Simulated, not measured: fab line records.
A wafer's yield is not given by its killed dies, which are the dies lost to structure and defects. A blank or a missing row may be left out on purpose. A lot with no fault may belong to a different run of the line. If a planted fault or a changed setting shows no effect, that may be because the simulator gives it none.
fab line records :: flow nand-harc :: part 2 of 2: steps 25 to 33 of 33
[record]
  lots = 5
  wafers = 15
  last-day = 33
route steps=1302 shown A_STAIRCASE@783
lots that met no fault: taken from a fault-free run of the same line
start-h: the number of hours between the record's first day and the start of the first shown wafer of the lot :: wait-h: time in hours since the lot's previous step :: " identical to the entry in the row above :: L1.1+2: several wafers, shown together as one row :: - no value present, or no start provided :: * or withheld: withheld :: < > ~ a bound
route shown NAME@n: NAME is a module with steps in the file, n the number in the route of the first one :: usual: mean/standard deviation of fault-free wafers :: same: alike in all rows :: chamber/n: place in a boat :: sites: each site's reading :: _std_site: the standard deviation of these :: _edge_site: mean of outer sites minus mean of inner sites :: radius-mm: for every site, how far away it sits from the centre of the wafer :: mask NAME#n: copy n :: behind: the tool/chamber that last shaped the wafer :: hold: the reason the lot was held/the length of the hold in hours/how it ended :: device: the transistor (n, p or np) that didn't switch :: end of line: tests run on the same wafers once the route is complete :: a step with no rows: only its recipe :: killed: count of dies lost to structure and defects at first sort (not the wafer's yield) :: map: a wafer's dies, x killed, . not, _ none there
set.NAME: the run value of the setting; set.NAME@STEP: its run value at that earlier step :: model.NAME: the simulator's own value behind a step, which no gauge read
certain route steps with their lots: each step a table, each wafer a row
services: the hour from which a tool's chamber was out of use, counted from the record's first day as start-h (under 0 if before that day), plus the number of hours and why
[[steps]]
[step NHARC_A_STAIRCASE_HM_OPEN_460]
[recipe]
  o2-flow-sccm = 400
  cos-flow-sccm = 20
  ar-flow-sccm = 0
  rf-w = 500
  bias-w = 300
  chemistry = O2/COS
[usual]
  drypump-motor-current-A = 5.6/0.43
  oes-product-au = 0.998/0.0077
  rf-vpp-V = 467/3.3
  showerhead-plenum-p-Torr = 3.11/0.15
  throttle-valve-pct = 28.330/0.0079
lot.wafer: L074.3
tool: rie-diel-09
chamber: 3
start-h: -
wait-h: -
drypump-motor-current-A: 5.4
oes-product-au: 1.009
rf-hours-counter-h: 15
rf-vpp-V: 470
showerhead-plenum-p-Torr: 3.25
throttle-valve-pct: 28.330

lot.wafer: L074.6
tool: rie-diel-09
chamber: 1
start-h: -
wait-h: -
drypump-motor-current-A: 5.4
oes-product-au: 1.007
rf-hours-counter-h: -
rf-vpp-V: 470
showerhead-plenum-p-Torr: 3.26
throttle-valve-pct: 28.337

lot.wafer: L074.5
tool: rie-diel-09
chamber: 2
start-h: -
wait-h: -
drypump-motor-current-A: 5.6
oes-product-au: 1.000
rf-hours-counter-h: -
rf-vpp-V: 464
showerhead-plenum-p-Torr: 3.02
throttle-valve-pct: 28.327

lot.wafer: L080.4
tool: rie-diel-01
chamber: 3
start-h: -
wait-h: -
drypump-motor-current-A: 6.6
oes-product-au: 0.994
rf-hours-counter-h: 13
rf-vpp-V: 464
showerhead-plenum-p-Torr: 2.97
throttle-valve-pct: 28.322

lot.wafer: L080.1
tool: rie-diel-01
chamber: 1
start-h: -
wait-h: -
drypump-motor-current-A: 5.2
oes-product-au: 1.000
rf-hours-counter-h: 13
rf-vpp-V: 462
showerhead-plenum-p-Torr: 2.93
throttle-valve-pct: 28.326

lot.wafer: L080.6
tool: rie-diel-01
chamber: 2
start-h: -
wait-h: -
drypump-motor-current-A: 5.5
oes-product-au: 0.993
rf-hours-counter-h: -
rf-vpp-V: 469
showerhead-plenum-p-Torr: 3.19
throttle-valve-pct: 28.319

lot.wafer: L085.2
tool: rie-diel-04
chamber: 1
start-h: -
wait-h: -
drypump-motor-current-A: 5.8
oes-product-au: 0.997
rf-hours-counter-h: 37
rf-vpp-V: 469
showerhead-plenum-p-Torr: 3.18
throttle-valve-pct: 28.332

lot.wafer: L085.5
tool: rie-diel-04
chamber: 2
start-h: -
wait-h: -
drypump-motor-current-A: 5.4
oes-product-au: 1.002
rf-hours-counter-h: -
rf-vpp-V: 467
showerhead-plenum-p-Torr: 3.16
throttle-valve-pct: 28.328

lot.wafer: L085.6
tool: rie-diel-04
chamber: 3
start-h: -
wait-h: -
drypump-motor-current-A: 6.3
oes-product-au: 1.006
rf-hours-counter-h: -
rf-vpp-V: 472
showerhead-plenum-p-Torr: 3.35
throttle-valve-pct: 28.334

lot.wafer: L090.3
tool: rie-diel-01
chamber: 1
start-h: -
wait-h: -
drypump-motor-current-A: 5.2
oes-product-au: 0.983
rf-hours-counter-h: 58
rf-vpp-V: 463
showerhead-plenum-p-Torr: 2.91
throttle-valve-pct: 28.301

lot.wafer: L090.2
tool: rie-diel-01
chamber: 3
start-h: -
wait-h: -
drypump-motor-current-A: 6.6
oes-product-au: 0.990
rf-hours-counter-h: 47
rf-vpp-V: 464
showerhead-plenum-p-Torr: 2.95
throttle-valve-pct: 28.328

lot.wafer: L090.5
tool: rie-diel-01
chamber: 2
start-h: -
wait-h: -
drypump-motor-current-A: 5.5
oes-product-au: 0.990
rf-hours-counter-h: -
rf-vpp-V: 468
showerhead-plenum-p-Torr: 3.17
throttle-valve-pct: 28.333

lot.wafer: L097.3
tool: rie-diel-01
chamber: 0
start-h: -
wait-h: -
drypump-motor-current-A: 5.8
oes-product-au: 0.999
rf-hours-counter-h: 10
rf-vpp-V: 472
showerhead-plenum-p-Torr: 3.37
throttle-valve-pct: 28.331

lot.wafer: L097.1
tool: rie-diel-01
chamber: 3
start-h: -
wait-h: -
drypump-motor-current-A: 6.6
oes-product-au: 0.986
rf-hours-counter-h: 12
rf-vpp-V: 463
showerhead-plenum-p-Torr: 2.94
throttle-valve-pct: 28.328

lot.wafer: L097.5
tool: rie-diel-01
chamber: 0
start-h: -
wait-h: -
drypump-motor-current-A: 5.9
oes-product-au: 0.990
rf-hours-counter-h: -
rf-vpp-V: 472
showerhead-plenum-p-Torr: 3.37
throttle-valve-pct: 28.330
[step NHARC_A_STAIRCASE_STRIP_461]
[recipe]
  o2-flow-sccm = 400
  cos-flow-sccm = 20
  ar-flow-sccm = 0
  bias-w = 0
  chemistry = O2/COS
lot.wafer: L074.3+5+6
tool: rie-diel-09
chamber: 3,2,3
start-h: -
wait-h: -

lot.wafer: L080.1+4+6
tool: rie-diel-01
chamber: 3,1,3
start-h: -
wait-h: -

lot.wafer: L085.2+5+6
tool: rie-diel-04
chamber: 0,1,2
start-h: -
wait-h: -

lot.wafer: L090.2+3+5
tool: rie-diel-01
chamber: 1,3,0
start-h: -
wait-h: -

lot.wafer: L097.1+3+5
tool: rie-diel-01
chamber: 3,2,3
start-h: -
wait-h: -
[step NHARC_A_STAIRCASE_ETCH_452]
[recipe]
  target-depth-a = 300
  overetch-a = 30
  time-s = 16.5
  ion-energy-ev = 100
  cf4-flow-sccm = 80
  o2-flow-sccm = 20
  ar-flow-sccm = 0
  rf-w = 300
  bias-w = 100
  chemistry = CF4/O2
[usual]
  drypump-motor-current-A = 5.6/0.41
  oes-product-au = 1.000/0.0086
  rf-vpp-V = 197.6/1.4
  showerhead-plenum-p-Torr = 1.33/0.062
  throttle-valve-pct = 13.397/0.0096
lot.wafer: L074.3
tool: rie-diel-09
chamber: 3
start-h: -
wait-h: -
drypump-motor-current-A: 5.3
oes-product-au: 1.010
rf-hours-counter-h: 15
rf-vpp-V: 198.6
showerhead-plenum-p-Torr: 1.39
throttle-valve-pct: 13.387

lot.wafer: L074.6
tool: rie-diel-09
chamber: 3
start-h: -
wait-h: -
drypump-motor-current-A: 5.3
oes-product-au: 1.013
rf-hours-counter-h: -
rf-vpp-V: 197.8
showerhead-plenum-p-Torr: 1.39
throttle-valve-pct: 13.393

lot.wafer: L074.5
tool: rie-diel-09
chamber: 0
start-h: -
wait-h: -
drypump-motor-current-A: 5.2
oes-product-au: 0.989
rf-hours-counter-h: -
rf-vpp-V: 197.9
showerhead-plenum-p-Torr: 1.32
throttle-valve-pct: 13.412

lot.wafer: L080.1
tool: rie-diel-01
chamber: 1
start-h: -
wait-h: -
drypump-motor-current-A: 5.2
oes-product-au: 0.996
rf-hours-counter-h: 13
rf-vpp-V: 195.4
showerhead-plenum-p-Torr: 1.25
throttle-valve-pct: 13.405

lot.wafer: L080.4
tool: rie-diel-01
chamber: 3
start-h: -
wait-h: -
drypump-motor-current-A: 6.6
oes-product-au: 0.993
rf-hours-counter-h: 13
rf-vpp-V: 196.0
showerhead-plenum-p-Torr: 1.27
throttle-valve-pct: 13.411

lot.wafer: L080.6
tool: rie-diel-01
chamber: 2
start-h: -
wait-h: -
drypump-motor-current-A: 5.5
oes-product-au: 0.985
rf-hours-counter-h: -
rf-vpp-V: 197.3
showerhead-plenum-p-Torr: 1.36
throttle-valve-pct: 13.395

lot.wafer: L085.2
tool: rie-diel-04
chamber: 0
start-h: -
wait-h: -
drypump-motor-current-A: 5.4
oes-product-au: 1.008
rf-hours-counter-h: 40
rf-vpp-V: 195.4
showerhead-plenum-p-Torr: 1.30
throttle-valve-pct: 13.400

lot.wafer: L085.6
tool: rie-diel-04
chamber: 1
start-h: -
wait-h: -
drypump-motor-current-A: 5.8
oes-product-au: 1.009
rf-hours-counter-h: -
rf-vpp-V: 198.2
showerhead-plenum-p-Torr: 1.36
throttle-valve-pct: 13.397

lot.wafer: L085.5
tool: rie-diel-04
chamber: 2
start-h: -
wait-h: -
drypump-motor-current-A: 5.3
oes-product-au: 1.014
rf-hours-counter-h: -
rf-vpp-V: 199.3
showerhead-plenum-p-Torr: 1.35
throttle-valve-pct: 13.391

lot.wafer: L090.3
tool: rie-diel-01
chamber: 1
start-h: -
wait-h: -
drypump-motor-current-A: 5.2
oes-product-au: 0.979
rf-hours-counter-h: 58
rf-vpp-V: 194.8
showerhead-plenum-p-Torr: 1.24
throttle-valve-pct: 13.408

lot.wafer: L090.2
tool: rie-diel-01
chamber: 2
start-h: -
wait-h: -
drypump-motor-current-A: 5.5
oes-product-au: 0.996
rf-hours-counter-h: 51
rf-vpp-V: 199.1
showerhead-plenum-p-Torr: 1.35
throttle-valve-pct: 13.394

lot.wafer: L090.5
tool: rie-diel-01
chamber: 2
start-h: -
wait-h: -
drypump-motor-current-A: 5.5
oes-product-au: 0.986
rf-hours-counter-h: -
rf-vpp-V: 198.3
showerhead-plenum-p-Torr: 1.35
throttle-valve-pct: 13.400

lot.wafer: L097.1
tool: rie-diel-01
chamber: 2
start-h: -
wait-h: -
drypump-motor-current-A: 5.5
oes-product-au: 0.990
rf-hours-counter-h: 12
rf-vpp-V: 196.4
showerhead-plenum-p-Torr: 1.35
throttle-valve-pct: 13.410

lot.wafer: L097.3
tool: rie-diel-01
chamber: 0
start-h: -
wait-h: -
drypump-motor-current-A: 5.8
oes-product-au: 0.994
rf-hours-counter-h: 10
rf-vpp-V: 199.7
showerhead-plenum-p-Torr: 1.44
throttle-valve-pct: 13.403

lot.wafer: L097.5
tool: rie-diel-01
chamber: 2
start-h: -
wait-h: -
drypump-motor-current-A: 5.5
oes-product-au: 1.002
rf-hours-counter-h: -
rf-vpp-V: 197.0
showerhead-plenum-p-Torr: 1.35
throttle-valve-pct: 13.390
[step NHARC_A_STAIRCASE_ETCH_294]
[recipe]
  target-depth-a = 49890
  time-s = 1211.6
  ion-energy-ev = 800
  c4f8-flow-sccm = 80
  o2-flow-sccm = 60
  ar-flow-sccm = withheld
  rf-w = 600
  bias-w = 3000
  chemistry = C4F8/O2/Ar
[usual]
  oes-product-au = 0.931/0.008
  rf-vpp-V = 1826/12
lot.wafer: L074.3
tool: rie-diel-09
chamber: 0
start-h: -
wait-h: -
oes-product-au: 0.939
rf-hours-counter-h: 15
rf-vpp-V: 1824

lot.wafer: L074.6
tool: rie-diel-09
chamber: 3
start-h: -
wait-h: -
oes-product-au: 0.958
rf-hours-counter-h: -
rf-vpp-V: 1837

lot.wafer: L074.5
tool: rie-diel-09
chamber: 0
start-h: -
wait-h: -
oes-product-au: 0.932
rf-hours-counter-h: -
rf-vpp-V: 1824

lot.wafer: L080.4
tool: rie-diel-01
chamber: 1
start-h: -
wait-h: -
oes-product-au: 0.943
rf-hours-counter-h: 13
rf-vpp-V: 1809

lot.wafer: L080.1
tool: rie-diel-01
chamber: 2
start-h: -
wait-h: -
oes-product-au: 0.937
rf-hours-counter-h: 12
rf-vpp-V: 1831

lot.wafer: L080.6
tool: rie-diel-01
chamber: 3
start-h: -
wait-h: -
oes-product-au: 0.934
rf-hours-counter-h: -
rf-vpp-V: 1815

lot.wafer: L085.2
tool: rie-diel-04
chamber: 0
start-h: -
wait-h: -
oes-product-au: 0.919
rf-hours-counter-h: 40
rf-vpp-V: 1821

lot.wafer: L085.5
tool: rie-diel-04
chamber: 1
start-h: -
wait-h: -
oes-product-au: 0.924
rf-hours-counter-h: -
rf-vpp-V: 1832

lot.wafer: L085.6
tool: rie-diel-04
chamber: 2
start-h: -
wait-h: -
oes-product-au: 0.927
rf-hours-counter-h: -
rf-vpp-V: 1830

lot.wafer: L090.3
tool: rie-diel-01
chamber: 0
start-h: -
wait-h: -
oes-product-au: 0.929
rf-hours-counter-h: 54
rf-vpp-V: 1807

lot.wafer: L090.2
tool: rie-diel-01
chamber: 1
start-h: -
wait-h: -
oes-product-au: 0.928
rf-hours-counter-h: 58
rf-vpp-V: 1809

lot.wafer: L090.5
tool: rie-diel-01
chamber: 3
start-h: -
wait-h: -
oes-product-au: 0.920
rf-hours-counter-h: -
rf-vpp-V: 1810

lot.wafer: L097.1
tool: rie-diel-01
chamber: 0
start-h: -
wait-h: -
oes-product-au: 0.932
rf-hours-counter-h: 10
rf-vpp-V: 1848

lot.wafer: L097.3
tool: rie-diel-01
chamber: 1
start-h: -
wait-h: -
oes-product-au: 0.939
rf-hours-counter-h: 11
rf-vpp-V: 1808

lot.wafer: L097.5
tool: rie-diel-01
chamber: 0
start-h: -
wait-h: -
oes-product-au: 0.922
rf-hours-counter-h: -
rf-vpp-V: 1846
[step NHARC_A_STAIRCASE_STRIP_295]
[recipe]
  o2-flow-sccm = 500
  ar-flow-sccm = 0
  bias-w = 0
  chemistry = O2
[usual]
  drypump-motor-current-A = 5.6/0.41
  oes-product-au = 1.001/0.0072
  rf-vpp-V = 57.9/0.85
  showerhead-plenum-p-Torr = 3.51/0.16
  throttle-valve-pct = 17.036/0.0093
lot.wafer: L074.3
tool: rie-diel-09
chamber: 1
start-h: -
wait-h: -
drypump-motor-current-A: 5.4
oes-product-au: 1.008
rf-hours-counter-h: 13
rf-vpp-V: 58.1
showerhead-plenum-p-Torr: 3.68
throttle-valve-pct: 17.042

lot.wafer: L074.5
tool: rie-diel-09
chamber: 3
start-h: -
wait-h: -
drypump-motor-current-A: 5.3
oes-product-au: 1.020
rf-hours-counter-h: -
rf-vpp-V: 58.9
showerhead-plenum-p-Torr: 3.67
throttle-valve-pct: 17.044

lot.wafer: L074.6
tool: rie-diel-09
chamber: 0
start-h: -
wait-h: -
drypump-motor-current-A: 5.2
oes-product-au: 0.992
rf-hours-counter-h: -
rf-vpp-V: 57.3
showerhead-plenum-p-Torr: 3.48
throttle-valve-pct: 17.040

lot.wafer: L080.4
tool: rie-diel-01
chamber: 0
start-h: -
wait-h: -
drypump-motor-current-A: 5.8
oes-product-au: 1.000
rf-hours-counter-h: 14
rf-vpp-V: 57.9
showerhead-plenum-p-Torr: 3.29
throttle-valve-pct: 17.045

lot.wafer: L080.1
tool: rie-diel-01
chamber: 3
start-h: -
wait-h: -
drypump-motor-current-A: 6.6
oes-product-au: 0.999
rf-hours-counter-h: 13
rf-vpp-V: 57.5
showerhead-plenum-p-Torr: 3.35
throttle-valve-pct: 17.026

lot.wafer: L080.6
tool: rie-diel-01
chamber: 1
start-h: -
wait-h: -
drypump-motor-current-A: 5.2
oes-product-au: 0.995
rf-hours-counter-h: -
rf-vpp-V: 58.1
showerhead-plenum-p-Torr: 3.32
throttle-valve-pct: 17.036

lot.wafer: L085.2
tool: rie-diel-04
chamber: 1
start-h: -
wait-h: -
drypump-motor-current-A: 5.8
oes-product-au: 0.983
rf-hours-counter-h: 38
rf-vpp-V: 57.0
showerhead-plenum-p-Torr: 3.59
throttle-valve-pct: 17.036

lot.wafer: L085.5
tool: rie-diel-04
chamber: 3
start-h: -
wait-h: -
drypump-motor-current-A: 6.3
oes-product-au: 0.996
rf-hours-counter-h: -
rf-vpp-V: 60.1
showerhead-plenum-p-Torr: 3.78
throttle-valve-pct: 17.041

lot.wafer: L085.6
tool: rie-diel-04
chamber: 0
start-h: -
wait-h: -
drypump-motor-current-A: 5.4
oes-product-au: 0.993
rf-hours-counter-h: -
rf-vpp-V: 58.5
showerhead-plenum-p-Torr: 3.45
throttle-valve-pct: 17.040

lot.wafer: L090.2
tool: rie-diel-01
chamber: 1
start-h: -
wait-h: -
drypump-motor-current-A: 5.2
oes-product-au: 1.005
rf-hours-counter-h: 58
rf-vpp-V: 57.7
showerhead-plenum-p-Torr: 3.30
throttle-valve-pct: 17.056

lot.wafer: L090.3
tool: rie-diel-01
chamber: 2
start-h: -
wait-h: -
drypump-motor-current-A: 5.5
oes-product-au: 1.001
rf-hours-counter-h: 52
rf-vpp-V: 57.6
showerhead-plenum-p-Torr: 3.58
throttle-valve-pct: 17.035

lot.wafer: L090.5
tool: rie-diel-01
chamber: 1
start-h: -
wait-h: -
drypump-motor-current-A: 5.2
oes-product-au: 1.001
rf-hours-counter-h: -
rf-vpp-V: 58.6
showerhead-plenum-p-Torr: 3.30
throttle-valve-pct: 17.035

lot.wafer: L097.1
tool: rie-diel-01
chamber: 1
start-h: -
wait-h: -
drypump-motor-current-A: 5.2
oes-product-au: 0.998
rf-hours-counter-h: 11
rf-vpp-V: 57.8
showerhead-plenum-p-Torr: 3.29
throttle-valve-pct: 17.032

lot.wafer: L097.3
tool: rie-diel-01
chamber: 0
start-h: -
wait-h: -
drypump-motor-current-A: 5.8
oes-product-au: 0.998
rf-hours-counter-h: 11
rf-vpp-V: 59.4
showerhead-plenum-p-Torr: 3.80
throttle-valve-pct: 17.048

lot.wafer: L097.5
tool: rie-diel-01
chamber: 2
start-h: -
wait-h: -
drypump-motor-current-A: 5.5
oes-product-au: 0.996
rf-hours-counter-h: -
rf-vpp-V: 58.9
showerhead-plenum-p-Torr: 3.56
throttle-valve-pct: 17.047
[step NHARC_A_STAIRCASE_STRIP_296]
[recipe]
  time-s = 900
  temp-c = 130
  chemistry = SPM
lot.wafer: L074.3+6+5
tool: wet-bench-01
chamber: 0,2,3
start-h: 366.43
wait-h: -

lot.wafer: L080.4+6+1
tool: wet-bench-06
chamber: 2,3,6
start-h: 433.18
wait-h: -

lot.wafer: L085.5+2+6
tool: wet-bench-09
chamber: 0,3,4
start-h: 484.33
wait-h: -

lot.wafer: L090.2+5+3
tool: wet-bench-09
chamber: 6,2,3
start-h: 538.45
wait-h: -

lot.wafer: L097.3+5+1
tool: wet-bench-06
chamber: 0,1,3
start-h: 596.78
wait-h: -
[step NHARC_A_STAIRCASE_PRECLEAN_297]
[recipe]
  time-s = *
  temp-c = 50
  bath-age-min = 0
  chemistry = SC1
lot.wafer: L074.3+6+5
tool: wet-bench-01
chamber: 0,2,3
start-h: -
wait-h: -

lot.wafer: L080.4+6+1
tool: wet-bench-06
chamber: 2,3,6
start-h: -
wait-h: -

lot.wafer: L085.5+2+6
tool: wet-bench-09
chamber: 0,3,4
start-h: -
wait-h: -

lot.wafer: L090.2+5+3
tool: wet-bench-09
chamber: 6,2,3
start-h: -
wait-h: -

lot.wafer: L097.3+5+1
tool: wet-bench-06
chamber: 0,1,3
start-h: -
wait-h: -
[step NHARC_A_STAIRCASE_SRD_298]
lot.wafer: L074.3+6+5
tool: wet-bench-01
chamber: 0,2,3
start-h: -
wait-h: -

lot.wafer: L080.4+6+1
tool: wet-bench-06
chamber: 2,3,6
start-h: -
wait-h: -

lot.wafer: L085.5+2+6
tool: wet-bench-09
chamber: 0,3,4
start-h: -
wait-h: -

lot.wafer: L090.2+5+3
tool: wet-bench-09
chamber: 6,2,3
start-h: -
wait-h: -

lot.wafer: L097.3+5+1
tool: wet-bench-06
chamber: 0,1,3
start-h: -
wait-h: -
[step NHARC_A_STAIRCASE_HM_DEP_462]
[recipe]
  target-thk-a = 8000
  temp-c = 400
  material = aC
[usual]
  throttle-valve-pct = 34.999/0.0091
lot.wafer: L074.3
tool: acl-dep-01
chamber: 0
start-h: 367.55
wait-h: 0.7
throttle-valve-pct: 35.008

lot.wafer: L074.5
tool: acl-dep-01
chamber: 0
start-h: 367.55
wait-h: 0.7
throttle-valve-pct: 34.979

lot.wafer: L074.6
tool: acl-dep-01
chamber: 0
start-h: 367.55
wait-h: 0.7
throttle-valve-pct: 35.009

lot.wafer: L080.1
tool: acl-dep-02
chamber: 0
start-h: 438.20
wait-h: 4.6
throttle-valve-pct: 34.983

lot.wafer: L080.4
tool: acl-dep-02
chamber: 0
start-h: 438.20
wait-h: 4.6
throttle-valve-pct: 34.996

lot.wafer: L080.6
tool: acl-dep-02
chamber: 0
start-h: 438.20
wait-h: 4.6
throttle-valve-pct: 34.993

lot.wafer: L085.2
tool: acl-dep-02
chamber: 0
start-h: 485.15
wait-h: 0.4
throttle-valve-pct: 34.998

lot.wafer: L085.5
tool: acl-dep-02
chamber: 0
start-h: 485.15
wait-h: 0.4
throttle-valve-pct: 35.006

lot.wafer: L085.6
tool: acl-dep-02
chamber: 0
start-h: 485.15
wait-h: 0.4
throttle-valve-pct: 35.008

lot.wafer: L090.2
tool: acl-dep-01
chamber: 0
start-h: 541.63
wait-h: 2.6
throttle-valve-pct: 34.988

lot.wafer: L090.3
tool: acl-dep-01
chamber: 0
start-h: 541.63
wait-h: 2.6
throttle-valve-pct: 34.993

lot.wafer: L090.5
tool: acl-dep-01
chamber: 0
start-h: 541.63
wait-h: 2.6
throttle-valve-pct: 34.977

lot.wafer: L097.1
tool: acl-dep-02
chamber: 0
start-h: 597.29
wait-h: 0.1
throttle-valve-pct: 35.001

lot.wafer: L097.3
tool: acl-dep-02
chamber: 0
start-h: 597.29
wait-h: 0.1
throttle-valve-pct: 35.003

lot.wafer: L097.5
tool: acl-dep-02
chamber: 0
start-h: 597.29
wait-h: 0.1
throttle-valve-pct: 34.996
[[services]]
tool: rie-diel-01
chamber: 1
start-h: 342.60
hours: 41.4
kind: repair

tool: rie-diel-04
chamber: 2
start-h: 346.80
hours: 3.1
kind: repair

tool: wet-bench-09
chamber: -
start-h: 352.80
hours: 8.0
kind: pm

tool: rie-diel-01
chamber: 3
start-h: 355.41
hours: 3.9
kind: repair

tool: rie-diel-04
chamber: -
start-h: 355.73
hours: 9.0
kind: pm

tool: wet-bench-06
chamber: -
start-h: 377.97
hours: 8.0
kind: pm

tool: rie-diel-01
chamber: -
start-h: 380.94
hours: 9.0
kind: pm

tool: rie-diel-09
chamber: 0
start-h: 389.58
hours: 2.6
kind: repair

tool: rie-diel-09
chamber: 2
start-h: 405.13
hours: 8.3
kind: repair

tool: rie-diel-04
chamber: 2
start-h: 405.71
hours: 3.7
kind: repair

tool: rie-diel-04
chamber: 1
start-h: 426.06
hours: 9.2
kind: repair

tool: rie-diel-04
chamber: 1
start-h: 445.58
hours: 4.4
kind: repair

tool: litho-track-03
chamber: -
start-h: 450.01
hours: 7.0
kind: pm

tool: wet-bench-01
chamber: -
start-h: 453.60
hours: 8.0
kind: pm

tool: rie-diel-04
chamber: 0
start-h: 460.20
hours: 10.4
kind: repair

tool: wet-bench-06
chamber: -
start-h: 462.65
hours: 0.5
kind: repair

tool: litho-track-05
chamber: -
start-h: 474.00
hours: 7.0
kind: pm

tool: rie-diel-09
chamber: -
start-h: 497.23
hours: 9.0
kind: pm

tool: rie-diel-09
chamber: 1
start-h: 509.63
hours: 3.2
kind: repair

tool: wet-bench-01
chamber: -
start-h: 511.42
hours: 6.7
kind: repair

tool: rie-diel-04
chamber: -
start-h: 532.73
hours: 9.0
kind: pm

tool: rie-diel-01
chamber: -
start-h: 558.05
hours: 9.0
kind: pm

tool: rie-diel-04
chamber: 2
start-h: 567.01
hours: 34.5
kind: repair

tool: rie-diel-09
chamber: -
start-h: 568.36
hours: 2.1
kind: repair
